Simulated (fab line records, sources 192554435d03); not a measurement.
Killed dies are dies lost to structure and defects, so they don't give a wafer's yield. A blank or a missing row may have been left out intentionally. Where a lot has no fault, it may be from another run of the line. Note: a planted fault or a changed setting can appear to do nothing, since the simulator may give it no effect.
Struck lot and sound lot, side by side -- flow n5-finfet -- 14 out of 1938 route steps
Sound: wafers L692.1, L692.2, L692.6. The struck wafers were L691.2, L691.4, L691.6. At the end, the cause is stated.
Each step with rows lists, per side, the tool, then ch with its chambers, then its first start. Under that, the readings that differ: sound wafers -- struck wafers -- difference of the means -- sigmas: that difference in standard deviations of wafers without a fault.
alike: readings with means less than 2 such deviations apart, plus words and numbers identical on both sides. not compared: withheld readings, readings lacking a value on some wafer, bounds such as >300 that could conceal the same value, and numbers that have no deviation in the record and whose values overlap.
Wherever a step has rows on one side only, a row that says differs or no value, or a row with sigmas, the two part there. When numbers do not overlap yet have no deviation, they are printed without sigmas and do not part them. A reading missing from all wafers of one side parts the sides only when that side holds two or more wafers.

N5_BEOL_M5_STRIP_64: strips in CF4.
  sound on rie-diel-02 ch 0,1, day 12 06:37; struck on rie-diel-03 ch 0,2, day 11 10:21
  alike: drypump-motor-current-A, oes-product-au, power-w, rf-vpp-V, showerhead-plenum-p-Torr, throttle-valve-pct
  not compared: rf-hours-counter-h
N5_BEOL_M5_HM_OPEN_17: chemistry Cl2/BCl3, target TiN, target depth 20 nm, overetch 6 nm.
  sound on rie-metal-03 ch 0,1, day 12 06:40; struck on rie-metal-02 ch 0,1, day 11 10:23
  alike: bcl3-flow-sccm, drypump-motor-current-A, oes-product-au, throttle-valve-pct
  not compared: rf-hours-counter-h
N5_BEOL_M5_STRIP_19: strips in O2.
  sound on rie-diel-02 ch 1,2,3, day 12 06:49; struck on rie-diel-02 ch 1,2, day 11 10:30
  alike: drypump-motor-current-A, o2-flow-sccm, oes-product-au, rf-vpp-V, showerhead-plenum-p-Torr, throttle-valve-pct
  not compared: rf-hours-counter-h
N5_BEOL_M5_CD_MEAS_18: pitch 56 nm, target cd 28 nm.
  sound: cd-sem-02 at day 12 06:53; struck: cd-sem-02 at day 11 10:34
  alike: cd-nm
then, 8 steps without rows for these wafers: N5_BEOL_M5_COAT_65 (time 60 s, resist thk 60 nm); N5_BEOL_M5_COAT_66 (time 60 s, resist thk 12 nm); N5_BEOL_M5_COAT_74 (time 60 s, resist thk 5 nm); N5_BEOL_M5_COAT_22 (resist thk 30 nm); N5_BEOL_M5_EBR_24; N5_BEOL_M5_SOFTBAKE_23 (time 60 s); N5_BEOL_M5_EXPOSE_25 (exposes mask V4, defocus 10 nm); N5_BEOL_M5_PEB_26 (peb time 60 s).
N5_BEOL_M5_DEVELOP_27: develop time 30 s.
  struck on litho-track-05, day 11 11:52; sound on litho-track-05 ch 0, day 12 07:47
  no value came back on the struck wafers for chill-plate-temp-C (C), develop-time-s (s); on the sound wafers chill-plate-temp-C (C) reads 23.08 23.19 23.01
reading,sound,struck,difference,sigmas
model.CAR-EUV_of_BEOL_M5_COAT_22.thk-nm (nm),29.6 29.6 29.6,30.2 30.2 30,+0.5,
N5_BEOL_M5_CD_MEAS_28: target cd 30.6 nm, target cd y 20 nm.
  sound on cd-sem-03 ch 0, day 12 07:51; struck on cd-sem-03 ch 0, day 11 11:56
reading,sound,struck,difference,sigmas
cd-nm (nm),29.72 30.24 30.07,- - -,no value on the struck wafers,

== WHERE THEY PART ==
At N5_BEOL_M5_DEVELOP_27 first; at N5_BEOL_M5_CD_MEAS_28 last (within this record only).

WHY: the cause the simulator had injected
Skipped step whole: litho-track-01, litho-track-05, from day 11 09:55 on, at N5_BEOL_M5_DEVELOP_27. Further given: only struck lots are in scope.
